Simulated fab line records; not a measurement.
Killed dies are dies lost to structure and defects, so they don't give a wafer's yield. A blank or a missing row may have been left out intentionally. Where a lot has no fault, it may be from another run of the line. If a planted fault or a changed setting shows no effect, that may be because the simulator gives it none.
Chamber matching :: flow nandHarc :: NHARC_A_STAIRCASE_DEP_151 on pecvd-04 has 3 sister chambers
The step deposits SiO2, target thk 7200 nm. 14 wafers are shown with their chamber, then 7 later ones without.

## WAFERS, EACH WITH ITS CHAMBER
wafer: L423.3
chamber: 0
heaterPowerW (W): 662
rfFwdPowerW (W): 497.4

wafer: L423.5
chamber: 1
heaterPowerW (W): 732
rfFwdPowerW (W): 500.8

wafer: L423.6
chamber: 0
heaterPowerW (W): 654
rfFwdPowerW (W): 496.4

wafer: L424.2
chamber: 0
heaterPowerW (W): 699
rfFwdPowerW (W): 499.6

wafer: L424.4
chamber: 2
heaterPowerW (W): 725
rfFwdPowerW (W): 499.9

wafer: L424.5
chamber: 0
heaterPowerW (W): 672
rfFwdPowerW (W): 500.9

wafer: L427.2
chamber: 0
heaterPowerW (W): 710
rfFwdPowerW (W): 499.2

wafer: L427.3
chamber: 2
heaterPowerW (W): 780
rfFwdPowerW (W): 501.4

wafer: L427.4
chamber: 1
heaterPowerW (W): 731
rfFwdPowerW (W): 498.7

wafer: L435.1
chamber: 2
heaterPowerW (W): 831
rfFwdPowerW (W): 499.1

wafer: L435.3
chamber: 1
heaterPowerW (W): 808
rfFwdPowerW (W): 499.5

wafer: L435.4
chamber: 0
heaterPowerW (W): 626
rfFwdPowerW (W): 499.7

wafer: L442.2
chamber: 0
heaterPowerW (W): 774
rfFwdPowerW (W): 499.1

wafer: L442.4
chamber: 0
heaterPowerW (W): 619
rfFwdPowerW (W): 500.2

SIGNATURES, as means of the wafers listed above
reading: heaterPowerW
chamber 0: 677.00
chamber 1: 757.00
chamber 2: 778.67
scatter within a chamber: 49.8

reading: rfFwdPowerW
chamber 0: 499.062
chamber 1: 499.667
chamber 2: 500.133
scatter within a chamber: 1.36
Rule: a wafer's distance from a chamber is the root of the sum, over the readings, of the square of ((its reading less the chamber's mean) divided by the reading's scatter). The wafer belongs to the nearest chamber; if the next one is less than 2 further off, it can't be placed. How the scatter is found: for the shown wafers, subtract from each reading the mean of its chamber, square and add these, divide the total by (wafers less chambers), then take the root.

## WAFERS WITHOUT THEIR CHAMBER
wafer: L442.5
heaterPowerW (W): 745
rfFwdPowerW (W): 499.1

wafer: L443.2
heaterPowerW (W): 788
rfFwdPowerW (W): 500.9

wafer: L443.3
heaterPowerW (W): 871
rfFwdPowerW (W): 501.0

wafer: L443.5
heaterPowerW (W): 644
rfFwdPowerW (W): 500.0

wafer: L446.1
heaterPowerW (W): 817
rfFwdPowerW (W): 503.4

wafer: L446.4
heaterPowerW (W): 715
rfFwdPowerW (W): 502.7

wafer: L446.5
heaterPowerW (W): 637
rfFwdPowerW (W): 498.1

## WHICH CHAMBER EACH ONE RAN IN
wafer: L442.5
from the rows above: can't be placed: 1 or 2 or 0
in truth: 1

wafer: L443.2
from the rows above: can't be placed: 2 or 1
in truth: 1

wafer: L443.3
from the rows above: can't be placed: 2 or 1
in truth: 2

wafer: L443.5
from the rows above: can't be placed: 0 or 1 or 2
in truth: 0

wafer: L446.1
from the rows above: can't be placed: 2 or 1 or 0
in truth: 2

wafer: L446.4
from the rows above: can't be placed: 2 or 1 or 0
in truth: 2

wafer: L446.5
from the rows above: can't be placed: 0 or 1
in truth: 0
Correct placement for 0 of the 7. Cannot be placed on the basis of these rows: 7; the candidates contain the true chamber in 7. Number placed wrongly: 0.
